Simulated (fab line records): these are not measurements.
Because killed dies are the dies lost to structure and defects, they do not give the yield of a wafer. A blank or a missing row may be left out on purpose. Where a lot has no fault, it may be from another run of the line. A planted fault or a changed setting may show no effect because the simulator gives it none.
fab line records | flow n5_finfet
[record] lots = 10 wafers = 30 last_day = 19
route steps=1938 shown BEOL_M4@1111 BEOL_M15@1823 MIM_BOT@1833 MIM_TOP@1838 PASSIVATION@1936
lots that met no fault: taken from a fault-free run of the same line
start_h: the number of hours between the record's first day and the start of the first shown wafer of the lot | wait_h: hours from the lot's prior step to this one | " unchanged from the row above | L1.1+2: several wafers, shown together as one row | - either no value or no given start | * or withheld: withheld | < > ~ a bound
route shown NAME@n: a module of which the file shows steps, and the number in the route of the first | usual: mean/standard deviation taken from wafers without a fault | same: alike in all rows | chamber/n: place in a boat | sites: readings site by site | _std_site: their standard deviation | _edge_site: outer sites' mean less inner sites' | radius_mm: how far each site lies from the wafer's centre | mask NAME#n: copy n | behind: tool/chamber where the wafer was last shaped | hold: why the lot went on hold/how many hours it stayed there/how the hold came to an end | device: the n, p or np transistor that did not switch | end of line: the route-end tests of the same wafers | for a step that has no rows: nothing shown but its recipe | killed: the dies lost at the first sort to structure and to defects; this is not the yield of the wafer | map: per-die view of a wafer (x killed, . not killed, _ where there is no die)
set.NAME: setting as actually run; set.NAME@STEP: the setting as run at that earlier step | model.NAME: the simulator's own value behind a step, which no gauge read
route steps across a sampled set of lots; one table per step, one row per wafer
services: the hour from which a tool's chamber was out of use, counted from the record's first day as start_h (under 0 if before that day), plus the number of hours and why
[[steps]]
[step N5_BEOL_M4_RC_MEAS_101]
[usual] DIBL_N = 35.1/1.6 DIBL_P = 34.9/1.8 IOFF_N = 0.143/0.026 IOFF_P = 0.21/0.037 ION_N = 671/11 ION_P = 463/7.8 SS_N = 71.2/0.58 SS_P = 73.0/0.54 VT_N = 251/3 VT_P = -250/4.1
// columns lot.wafer tool chamber start_h wait_h DIBL_N[mV/V] DIBL_P[mV/V] IOFF_N[nA/um] IOFF_P[nA/um] ION_N[uA/um] ION_P[uA/um] SS_N[mV/dec] SS_P[mV/dec] VT_N[mV] VT_P[mV]
L602.1 prober-01 0 198.56 0.0 31.5 31.2 0.092 0.12 661 455 69.7 72.1 259 -260
L602.2 " 0 " " 35.8 35.1 0.149 0.16 655 450 71.0 72.9 251 -255
L602.3 " 0 " " 33.8 33.7 0.122 0.15 663 453 70.4 73.3 252 -256
L605.2 prober-01 0 237.14 0.2 35.0 34.1 0.118 0.16 657 451 71.6 72.6 257 -256
L605.3 " 0 " " 34.8 33.8 0.119 0.15 654 450 71.5 72.9 255 -261
L605.5 " 0 " " 35.4 34.2 0.134 0.16 675 453 71.7 72.6 253 -255
L604.1 prober-01 0 241.00 0.0 34.3 35.1 0.135 0.20 681 467 71.2 73.2 254 -248
L604.2 " 0 " " 35.9 36.5 0.155 0.23 691 467 71.6 73.7 251 -246
L604.6 " 0 " " 33.5 34.4 0.131 0.20 668 469 71.2 72.3 252 -250
L615.3 prober-01 0 286.94 0.3 35.7 35.6 0.147 0.19 670 459 71.4 73.1 250 -254
L615.4 " 0 " " 35.8 35.3 0.151 0.18 672 459 71.8 72.7 250 -255
L615.6 " 0 " " 34.8 34.3 0.132 0.18 679 464 71.2 72.9 251 -254
L613.2 prober-01 0 292.09 0.2 34.3 32.9 0.113 0.21 654 457 70.6 72.9 259 -250
L613.4 " 0 " " 37.8 37.6 0.182 0.30 681 475 71.5 73.5 249 -243
L613.5 " 0 " " 39.0 37.7 0.201 0.29 676 466 72.7 74.2 249 -243
L616.4 prober-01 0 311.07 0.5 34.1 34.2 0.138 0.20 668 462 70.5 73.2 251 -247
L616.5 " 0 " " 34.5 33.9 0.140 0.19 670 459 71.0 73.2 253 -249
L616.6 " 0 " " 34.7 36.2 0.165 0.24 696 477 71.9 73.1 246 -246
L617.1 prober-01 0 317.73 0.0 33.6 33.2 0.113 0.18 655 462 70.6 72.5 253 -249
L617.2 " 0 " " 36.4 36.0 0.156 0.22 676 475 71.6 73.7 252 -248
L617.4 " 0 " " 33.3 32.2 0.106 0.16 656 455 70.8 71.9 255 -252
L618.1 prober-01 0 330.80 0.0 34.3 33.8 0.121 0.19 656 450 71.3 72.6 253 -251
L618.2 " 0 " " 37.4 38.1 0.175 0.26 675 472 71.4 73.6 249 -247
L618.3 " 0 " " 36.3 36.9 0.154 0.23 674 472 71.2 72.7 251 -250
L620.3 prober-01 0 339.92 0.9 37.5 36.4 0.162 0.26 673 469 71.4 73.5 252 -244
L620.5 " 0 " " 35.5 34.0 0.135 0.23 673 466 71.0 73.5 251 -247
L620.6 " 0 " " 36.4 35.6 0.157 0.25 677 476 71.7 74.0 250 -243
L621.1 prober-01 0 340.87 0.0 35.0 35.3 0.138 0.21 667 463 71.1 73.1 249 -248
L621.5 " 0 " " 34.8 36.6 0.135 0.23 661 462 71.2 73.1 249 -247
L621.6 " 0 " " 35.2 35.1 0.132 0.21 677 474 71.0 73.1 249 -248
[step N5_BEOL_M15_ANNEAL_48]
[recipe] temp_c = 225 time_s = 90 ambient = N2
[usual] wafer_temp_C_max = 225.97/0.28
// columns lot.wafer tool chamber start_h wait_h wafer_temp_C_max
L602.1 rtp_anneal-01 0 310.97 0.2 225.77
L602.2 " 0 " " 225.52
L602.3 " 0 " " 225.76
L605.2 rtp_anneal-01 0 331.19 0.2 225.53
L605.3 " 0 " " 226.13
L605.5 " 0 " " 225.38
L604.1 rtp_anneal-02 0 337.91 0.2 225.98
L604.2 " 0 " " 225.86
L604.6 " 0 " " 225.91
L615.3 rtp_anneal-02 0 373.84 0.2 226.02
L615.4 " 0 " " 226.45
L615.6 " 0 " " 226.57
L613.2 rtp_anneal-01 0 391.43 0.2 225.83
L613.4 " 0 " " 226.26
L613.5 " 0 " " 226.00
L617.1 rtp_anneal-02 0 407.71 0.5 226.24
L617.2 " 0 " " 225.98
L617.4 " 0 " " 226.24
L616.4 rtp_anneal-01 0 417.68 0.2 226.05
L616.5 " 0 " " 226.00
L616.6 " 0 " " 226.14
L618.1 rtp_anneal-01 0 433.50 0.4 225.68
L618.2 " 0 " " 225.83
L618.3 " 0 " " 225.84
L620.3 rtp_anneal-01 0 442.93 0.2 225.70
L620.5 " 0 " " 225.84
L620.6 " 0 " " 225.95
L621.1 rtp_anneal-02 0 443.15 0.2 226.18
L621.5 " 0 " " 226.50
L621.6 " 0 " " 226.41
[step N5_BEOL_M15_DEP_53]
[recipe] material = SiCN target_thk_a = 500 temp_c = withheld precursor = 3MS/NH3 pressure_torr = 3 rf_w = 675 time_s = 17.8
[usual] showerhead_plenum_p_Torr = 4.160/0.016 throttle_valve_pct = 17.8/1.2
// columns lot.wafer tool chamber start_h wait_h showerhead_plenum_p_Torr throttle_valve_pct
L602.1 pecvd-01 2 311.65 0.0 4.167 16.6
L602.2 " 0 " " 4.159 17.1
L602.3 " 0 " " 4.152 17.3
L605.2 pecvd-03 0 331.80 0.0 4.170 20.2
L605.3 " 2 " " 4.165 16.3
L605.5 " 2 " " 4.175 16.4
L604.1 pecvd-02 0 338.57 0.0 4.156 19.3
L604.2 " 1 " " 4.165 17.7
L604.6 " 0 " " 4.154 19.5
L615.3 pecvd-02 1 374.41 0.0 4.161 17.6
L615.4 " 2 " " 4.137 16.6
L615.6 " 0 " " 4.144 19.3
L613.2 pecvd-01 0 392.06 0.0 4.154 17.4
L613.4 " 1 " " 4.158 18.7
L613.5 " 2 " " 4.194 16.8
L617.1 pecvd-02 2 408.39 0.0 4.131 16.7
L617.2 " 0 " " 4.147 19.2
L617.4 " 0 " " 4.151 18.9
L616.4 pecvd-03 2 418.22 0.0 4.175 16.8
L616.5 " 1 " " 4.171 18.1
L616.6 " 0 " " 4.174 20.1
L618.1 pecvd-03 2 434.15 0.0 4.159 16.8
L618.2 " 0 " " 4.184 20.6
L618.3 " 1 " " 4.181 18.0
L620.3 pecvd-02 1 443.51 0.0 4.157 16.3
L620.5 " 2 " " 4.142 16.7
L620.6 " 1 " " 4.160 16.5
L621.1 pecvd-03 2 443.81 0.0 4.171 16.8
L621.5 " 1 " " 4.168 17.8
L621.6 " 0 " " 4.168 20.4
[step N5_MIM_BOT_SPUTTER_00]
[recipe] material = TiN target_thk_a = 350 temp_c = 200 power_w = 3000 chamber_pressure_pa = 0.49996 gas = Ar reactive_partial_pa = 0.37997 time_s = 89.7
[usual] cathode_dc_power_W = 3000.0/0.56 chamber_pressure_pa = 0.5000/0.001 throttle_valve_pct = 30.8/1
// columns lot.wafer tool chamber start_h wait_h cathode_dc_power_W chamber_pressure_pa throttle_valve_pct
L602.1 pvd_sputter-01 - 313.87 0.0 3000.1 0.4998 30.9
L602.2 " - " " 2999.9 0.4994 30.4
L602.3 " - " " 3000.1 0.5003 29.6
L605.2 pvd_sputter-03 - 333.50 0.0 - - -
L605.3 " - " " - - -
L605.5 " - " " - - -
L604.1 pvd_sputter-03 - 339.96 0.0 - - -
L604.2 " - " " - - -
L604.6 " - " " - - -
L615.3 pvd_sputter-02 - 375.72 0.0 3001.4 0.5002 30.3
L615.4 " - " " 2999.6 0.4993 32.4
L615.6 " - " " 2999.8 0.5005 32.3
L613.2 pvd_sputter-01 - 396.70 0.0 3000.3 0.5024 32.4
L613.4 " - " " 2999.3 0.4993 30.9
L613.5 " - " " 2999.8 0.4996 31.0
L617.1 pvd_sputter-01 - 410.18 0.0 2999.9 0.5005 30.8
L617.2 " - " " 2999.7 0.5002 32.3
L617.4 " - " " 3000.3 0.5008 29.6
L616.4 pvd_sputter-03 - 421.12 0.0 3000.2 0.5004 31.5
L616.5 " - " " 3000.3 0.4990 28.7
L616.6 " - " " 2999.9 0.4986 31.4
L618.1 pvd_sputter-01 - 436.51 0.0 2999.6 0.5003 29.6
L618.2 " - " " 3000.0 0.5004 31.1
L618.3 " - " " 3001.1 0.4975 32.5
L620.3 pvd_sputter-03 - 444.72 0.0 3000.6 0.5030 28.5
L620.5 " - " " 2999.8 0.4997 31.4
L620.6 " - " " 3000.7 0.5005 28.9
L621.1 pvd_sputter-03 - 446.12 0.0 3000.5 0.5003 30.4
L621.5 " - " " 3000.7 0.4997 28.8
L621.6 " - " " 3000.4 0.4995 31.1
[step N5_MIM_TOP_SPUTTER_03]
[recipe] material = TiN target_thk_a = 350 temp_c = 200 power_w = 3000 chamber_pressure_pa = 0.49996 gas = Ar reactive_partial_pa = 0.37997 time_s = 89.7
[usual] cathode_dc_power_W = 3000.0/0.54 chamber_pressure_pa = 0.4999/0.00094 throttle_valve_pct = 30.8/0.99
// columns lot.wafer tool chamber start_h wait_h cathode_dc_power_W chamber_pressure_pa throttle_valve_pct
L602.1 pvd_sputter-01 - 316.48 0.0 2999.6 0.5001 30.6
L602.2 " - " " 3000.3 0.5005 29.7
L602.3 " - " " 3000.2 0.5016 32.5
L605.2 pvd_sputter-01 - 334.30 0.0 3000.5 0.5003 30.6
L605.3 " - " " 2999.2 0.5003 29.4
L605.5 " - " " 3000.4 0.4996 30.6
L604.1 pvd_sputter-02 - 340.56 0.0 3000.7 0.5001 30.2
L604.2 " - " " 2999.6 0.4974 31.5
L604.6 " - " " 2999.9 0.4989 30.3
L615.3 pvd_sputter-02 - 378.19 0.0 3000.2 0.5006 32.3
L615.4 " - " " 3000.0 0.5007 31.6
L615.6 " - " " 2999.9 0.4997 31.6
L613.2 pvd_sputter-03 - 397.57 0.0 3001.2 0.5013 30.6
L613.4 " - " " 2999.3 0.4997 30.6
L613.5 " - " " 3000.2 0.5004 31.2
L617.1 pvd_sputter-03 - 411.18 0.0 3002.2 0.4988 30.3
L617.2 " - " " 3000.0 0.5001 30.7
L617.4 " - " " 2999.5 0.5003 28.6
L616.4 pvd_sputter-03 - 422.46 0.0 2999.7 0.5014 31.4
L616.5 " - " " 3000.5 0.5007 31.3
L616.6 " - " " 3000.2 0.5017 28.6
L618.1 pvd_sputter-03 - 437.38 0.0 2999.4 0.5008 30.6
L618.2 " - " " 3000.0 0.5005 28.8
L618.3 " - " " 2999.9 0.4984 31.2
L620.3 pvd_sputter-03 - 446.44 0.0 2999.7 0.4990 30.5
L620.5 " - " " 2999.3 0.5005 31.2
L620.6 " - " " 3000.6 0.4995 28.6
L621.1 pvd_sputter-01 - 447.01 0.0 2999.7 0.4999 29.7
L621.5 " - " " 2999.6 0.4980 30.6
L621.6 " - " " 2999.9 0.5000 30.7
[step N5_PASSIVATION_PROBE_49]
[usual] defect_limited_yield = 91.1/1.4 killed_at_M0_to_M3 = 36/11 killed_at_M4_up = 14/5.2 killed_at_contacts = 12/6.1 killed_at_front_end = 40/12 killed_at_other = 3.2/2.5 killed_dies = 105/16 killed_on_rim = 14/4.4 killed_open = 68/12 killed_short = 35/8.7 sort_bin_5_function = 5.2/0.89 sort_bin_6_memory = 3.3/0.66 sort_n_pass = 1074/16 sort_yield_pct = 91.1/1.4
[same] gross_dies = 1180 killed_at_back_side = 0 sort_bin_4_leakage[%] = 0 sort_bin_8_speed[%] = 0
// columns lot.wafer tool chamber start_h wait_h defect_limited_yield[%] killed_at_M0_to_M3 killed_at_M4_up killed_at_contacts killed_at_front_end killed_at_other killed_dies killed_on_rim killed_open killed_short sort_bin_5_function[%] sort_bin_6_memory[%] sort_n_pass sort_yield_pct[%]
L602.1 prober-01 - 331.73 0.0 91.4 25 16 20 38 3 102 10 55 40 4.5 3.2 1078 91.4
L602.2 prober-01 - 331.78 0.1 92.0 20 15 10 46 3 94 12 64 27 4.2 3.2 1086 92.0
L602.3 prober-01 - 331.83 0.1 91.1 26 18 5 50 6 105 10 71 30 5.2 3.6 1075 91.1
L605.2 prober-02 - 349.21 0.1 54.8 53 5 12 46 417 533 128 73 35 40.6 3.7 647 54.8
L605.3 prober-02 - 349.26 0.1 54.3 41 23 8 49 418 539 128 84 36 40.4 4.6 641 54.3
L605.5 prober-02 - 349.36 0.2 54.7 47 14 10 42 421 534 127 81 29 40.6 4.4 646 54.7
L604.1 prober-02 - 352.72 0.0 52.4 40 13 20 43 446 562 128 77 40 43.7 3.4 618 52.4
L604.2 prober-02 - 352.77 0.1 53.3 36 14 18 39 444 551 134 79 30 42.8 3.6 629 53.3
L604.6 prober-02 - 352.97 0.3 54.2 31 13 4 36 457 541 131 54 33 41.8 3.5 639 54.2
L615.3 prober-01 - 387.76 0.1 90.7 46 18 15 29 2 110 15 73 36 6.1 2.9 1070 90.7
L615.4 prober-01 - 387.81 0.2 89.6 49 14 23 35 2 123 15 92 28 5.8 4.5 1057 89.6
L615.6 prober-01 - 387.91 0.3 91.5 29 10 12 45 4 100 10 62 36 5.6 2.4 1080 91.5
L613.2 prober-01 - 409.40 0.1 90.5 34 21 9 45 3 112 21 73 34 5.3 3.7 1068 90.5
L613.4 prober-01 - 409.50 0.2 92.6 31 8 7 33 8 87 9 62 20 4.0 3.1 1093 92.6
L613.5 prober-01 - 409.55 0.2 90.6 31 11 13 48 8 111 8 62 47 5.3 3.9 1069 90.6
L617.1 prober-01 - 420.76 0.0 90.3 48 13 7 44 2 114 21 70 33 5.1 3.8 1066 90.3
L617.2 prober-01 - 420.81 0.1 90.0 39 37 9 32 1 118 17 60 56 5.8 3.7 1062 90.0
L617.4 prober-01 - 420.91 0.2 88.6 42 21 17 50 5 135 23 82 49 6.0 4.5 1045 88.6
L616.4 prober-02 - 434.54 0.2 91.7 29 13 13 42 1 98 13 65 31 4.7 3.1 1082 91.7
L616.5 prober-02 - 434.59 0.2 92.5 17 19 13 40 0 89 10 60 26 5.2 2.1 1091 92.5
L616.6 prober-02 - 434.64 0.3 92.1 15 15 16 42 5 93 9 52 34 5.2 2.5 1087 92.1
L618.1 prober-01 - 448.81 0.0 88.8 44 18 8 58 4 132 22 93 37 6.0 4.9 1048 88.8
L618.2 prober-01 - 448.86 0.1 88.6 36 24 10 58 7 135 21 80 51 6.8 4.1 1045 88.6
L618.3 prober-01 - 448.91 0.1 92.8 35 11 7 30 2 85 9 40 42 4.4 2.2 1095 92.8
// killed by level:class
L602.1 MOL_CONTACT_COAG:geometric_particle:open=13 BEOL_M0_SAQP:geometric_particle:short=8 BEOL_M4:geometric_particle:open=8 MOL_CONTACT_COAG:geometric_particle:short=7 FIN_SAQP:geometric_particle:open=6 FIN_SAQP:geometric_particle:short=6 BEOL_M0_SAQP:geometric_particle:open=6 BEOL_M1:geometric_particle:open=6
L602.2 FIN_SAQP:geometric_particle:open=15 MOL_CONTACT_COAG:geometric_particle:open=8 GATE_CUT:geometric_particle:short=7 BEOL_M1:geometric_particle:open=7 BEOL_M4:geometric_particle:open=6 STI_FIN_REVEAL:geometric_particle:open=5 GATE_CUT:geometric_particle:open=5 BEOL_M0_SAQP:geometric_particle:open=5
L602.3 FIN_SAQP:geometric_particle:open=27 BEOL_M0_SAQP:geometric_particle:open=7 BEOL_M1:geometric_particle:open=7 FIN_SAQP:geometric_particle:short=5 GATE_CUT:geometric_particle:short=5 BEOL_M3:geometric_particle:open=4 MOL_CONTACT_COAG:geometric_particle:open=4 BEOL_M4:geometric_particle:open=4
L605.2 MIM_BOT:area_sputter=416 BEOL_M0_SAQP:geometric_particle:open=23 BEOL_M0_SAQP:geometric_particle:short=19 STI_FIN_REVEAL:geometric_particle:open=12 MOL_CONTACT_COAG:geometric_particle:open=9 HKMG_FIN:area_etch=7 FIN_SAQP:geometric_particle:open=6 FIN_SAQP:geometric_particle:short=5
L605.3 MIM_BOT:area_sputter=417 STI_FIN_REVEAL:geometric_particle:open=17 BEOL_M2:geometric_particle:open=16 BEOL_M4:geometric_particle:open=13 BEOL_M0_SAQP:geometric_particle:open=8 MOL_CONTACT_COAG:geometric_particle:open=7 DUMMY_GATE:geometric_particle:open=6 ILD0:geometric_particle:open=6
L605.5 MIM_BOT:area_sputter=418 STI_FIN_REVEAL:geometric_particle:open=14 BEOL_M0_SAQP:geometric_particle:open=10 MOL_CONTACT_COAG:geometric_particle:open=9 BEOL_M0_SAQP:geometric_particle:short=9 FIN_SAQP:geometric_particle:open=8 BEOL_M2:geometric_particle:open=8 BEOL_M0:geometric_particle:open=7
L604.1 MIM_BOT:area_sputter=444 STI_FIN_REVEAL:geometric_particle:open=16 MOL_CONTACT_COAG:geometric_particle:open=15 BEOL_M0_SAQP:geometric_particle:short=10 BEOL_M2:geometric_particle:open=8 FIN_SAQP:geometric_particle:short=7 DUMMY_GATE:geometric_particle:open=7 BEOL_M0_SAQP:geometric_particle:open=7
L604.2 MIM_BOT:area_sputter=441 STI_FIN_REVEAL:geometric_particle:open=14 MOL_CONTACT_COAG:geometric_particle:open=13 BEOL_M0_SAQP:geometric_particle:open=10 FIN_SAQP:geometric_particle:short=8 BEOL_M4:geometric_particle:open=6 BEOL_M1:geometric_particle:open=6 BEOL_M3:geometric_particle:open=6
L604.6 MIM_BOT:area_sputter=453 STI_FIN_REVEAL:geometric_particle:open=10 BEOL_M3:geometric_particle:short=9 BEOL_M4:geometric_particle:open=7 FIN_SAQP:geometric_particle:open=6 BEOL_M0_SAQP:geometric_particle:short=6 BEOL_M3:geometric_particle:open=6 DUMMY_GATE:geometric_particle:open=5
L615.3 BEOL_M2:geometric_particle:open=12 MOL_CONTACT_COAG:geometric_particle:open=11 BEOL_M1:geometric_particle:open=11 STI_FIN_REVEAL:geometric_particle:open=8 BEOL_M0_SAQP:geometric_particle:short=7 BEOL_M4:geometric_particle:open=7 BEOL_M2:geometric_particle:short=5 BEOL_M3:geometric_particle:open=5
L615.4 BEOL_M2:geometric_particle:open=20 MOL_CONTACT_COAG:geometric_particle:open=18 STI_FIN_REVEAL:geometric_particle:open=11 BEOL_M1:geometric_particle:open=9 DUMMY_GATE:geometric_particle:open=7 BEOL_M0_SAQP:geometric_particle:open=6 BEOL_M4:geometric_particle:open=5 MOL_CONTACT_COAG:geometric_particle:short=4
L615.6 STI_FIN_REVEAL:geometric_particle:open=12 MOL_CONTACT_COAG:geometric_particle:open=11 GATE_CUT:geometric_particle:short=7 FIN_SAQP:geometric_particle:short=6 STI_FIN_REVEAL:geometric_particle:short=6 BEOL_M0_SAQP:geometric_particle:open=6 BEOL_M1:geometric_particle:open=5 BEOL_M3:geometric_particle:open=5
L613.2 STI_FIN_REVEAL:geometric_particle:open=10 BEOL_M4:geometric_particle:open=10 BEOL_M0_SAQP:geometric_particle:short=8 MOL_CONTACT_COAG:geometric_particle:open=7 BEOL_M0_SAQP:geometric_particle:open=7 GATE_CUT:geometric_particle:short=6 FIN_SAQP:geometric_particle:short=5 DUMMY_GATE:geometric_particle:open=5
L613.4 STI_FIN_REVEAL:geometric_particle:open=12 BEOL_M1:geometric_particle:open=7 BEOL_M2:geometric_particle:open=7 BEOL_M0_SAQP:geometric_particle:open=6 BEOL_M0_SAQP:geometric_particle:short=6 FIN_SAQP:geometric_particle:open=4 BEOL_M3:geometric_particle:open=4 MOL_CONTACT_COAG:geometric_particle:open=4
L613.5 STI_FIN_REVEAL:geometric_particle:open=15 BEOL_M0_SAQP:geometric_particle:short=12 MOL_CONTACT_COAG:geometric_particle:open=11 GATE_CUT:geometric_particle:short=6 STI_FIN_REVEAL:geometric_particle:short=5 BEOL_M2:geometric_particle:open=5 BEOL_M0_SAQP:geometric_particle:open=5 SPACER0:geometric_particle:short=4
L617.1 DUMMY_GATE:geometric_particle:open=8 BEOL_M3:geometric_particle:open=8 FIN_SAQP:geometric_particle:short=7 HKMG_FIN:area_etch=7 BEOL_M0_SAQP:geometric_particle:short=6 BEOL_M0:geometric_particle:open=6 BEOL_M2:geometric_particle:open=6 BEOL_M2:geometric_particle:short=6
L617.2 BEOL_M4:geometric_particle:open=11 BEOL_M7:geometric_particle:open=10 BEOL_M0_SAQP:geometric_particle:short=9 FIN_SAQP:geometric_particle:short=8 GATE_CUT:geometric_particle:short=8 BEOL_M4:geometric_particle:short=7 BEOL_M1:geometric_particle:open=5 MOL_CONTACT_COAG:geometric_particle:open=5
L617.4 MOL_CONTACT_COAG:geometric_particle:open=13 GATE_CUT:geometric_particle:short=12 BEOL_M2:geometric_particle:open=11 FIN_SAQP:geometric_particle:short=10 BEOL_M3:geometric_particle:open=9 BEOL_M4:geometric_particle:open=9 FIN_SAQP:geometric_particle:open=7 BEOL_M0_SAQP:geometric_particle:open=6
L616.4 STI_FIN_REVEAL:geometric_particle:open=10 MOL_CONTACT_COAG:geometric_particle:open=10 BEOL_M4:geometric_particle:open=8 BEOL_M0_SAQP:geometric_particle:short=8 FIN_SAQP:geometric_particle:short=7 BEOL_M2:geometric_particle:open=6 BEOL_M3:geometric_particle:open=6 FIN_SAQP:geometric_particle:open=5
L616.5 MOL_CONTACT_COAG:geometric_particle:open=12 DUMMY_GATE:geometric_particle:open=11 BEOL_M4:geometric_particle:open=11 GATE_CUT:geometric_particle:short=6 BEOL_M1:geometric_particle:short=4 FIN_SAQP:geometric_particle:open=3 STI_FIN_REVEAL:geometric_particle:open=3 GATE_CUT:geometric_particle:open=3
L616.6 MOL_CONTACT_COAG:geometric_particle:open=13 FIN_SAQP:geometric_particle:short=7 GATE_CUT:geometric_particle:short=7 FIN_SAQP:geometric_particle:open=6 STI_FIN_REVEAL:geometric_particle:open=5 DUMMY_GATE:geometric_particle:open=4 MOL_CONTACT_COAG:geometric_particle:short=3 BEOL_M1:geometric_particle:short=3
L618.1 FIN_SAQP:geometric_particle:open=23 BEOL_M4:geometric_particle:open=14 BEOL_M0_SAQP:geometric_particle:open=10 BEOL_M0_SAQP:geometric_particle:short=9 BEOL_M3:geometric_particle:open=9 FIN_SAQP:geometric_particle:short=8 STI_FIN_REVEAL:geometric_particle:open=7 DUMMY_GATE:geometric_particle:open=6
L618.2 FIN_SAQP:geometric_particle:short=15 FIN_SAQP:geometric_particle:open=11 BEOL_M4:geometric_particle:open=11 BEOL_M0_SAQP:geometric_particle:short=10 MOL_CONTACT_COAG:geometric_particle:open=8 STI_FIN_REVEAL:geometric_particle:open=7 DUMMY_GATE:geometric_particle:open=6 BEOL_M3:geometric_particle:open=6
L618.3 BEOL_M0_SAQP:geometric_particle:short=10 FIN_SAQP:geometric_particle:short=8 BEOL_M0_SAQP:geometric_particle:open=7 BEOL_M3:geometric_particle:short=7 MOL_CONTACT_COAG:geometric_particle:open=6 BEOL_M3:geometric_particle:open=6 STI_FIN_REVEAL:geometric_particle:open=4 GATE_CUT:geometric_particle:short=4
[[services]]
// columns tool chamber start_h hours kind
pecvd-01 1 308.21 9.5 repair
pecvd-02 0 315.02 2.1 scheduled_down
pecvd-02 - 318.23 2.8 pm
pecvd-02 1 383.62 - clean
pecvd-02 1 383.62 - consumable_replace:showerhead
pecvd-02 1 383.62 29.0 scheduled_down
pecvd-02 1 383.62 29.0 vent_cycle
pvd_sputter-02 - 394.73 1.5 repair
pecvd-03 1 396.85 2.1 scheduled_down
pecvd-02 0 399.12 5.5 scheduled_down
pecvd-03 - 406.61 2.8 pm
pecvd-03 - 410.15 4.3 repair
pecvd-02 2 428.53 7.1 repair
pvd_sputter-03 - 440.43 2.1 repair
[[key]]
[first_sign] step = N5_MIM_BOT_SPUTTER_00 reading = tool_record direction = missing
[effect] step = N5_PASSIVATION_PROBE_49 reading = killed_at_other direction = up sigmas = 99+ usual = 3.2 struck = 433.8
[more_kills_born_at] N5_MIM_BOT_SPUTTER_00@pvd_sputter-03 = 2589
met_at N5_MIM_BOT_SPUTTER_00
struck_lots L604,L605
not_acting_at N5_BEOL_M15_ANNEAL_48,N5_BEOL_M15_DEP_53,N5_MIM_TOP_SPUTTER_03
[fault] kind = skipped_step_whole tool = pvd_sputter-03 chamber = - onset_h = 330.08 steps = N5_MIM_BOT_SPUTTER_00 scope = struck_lots_only
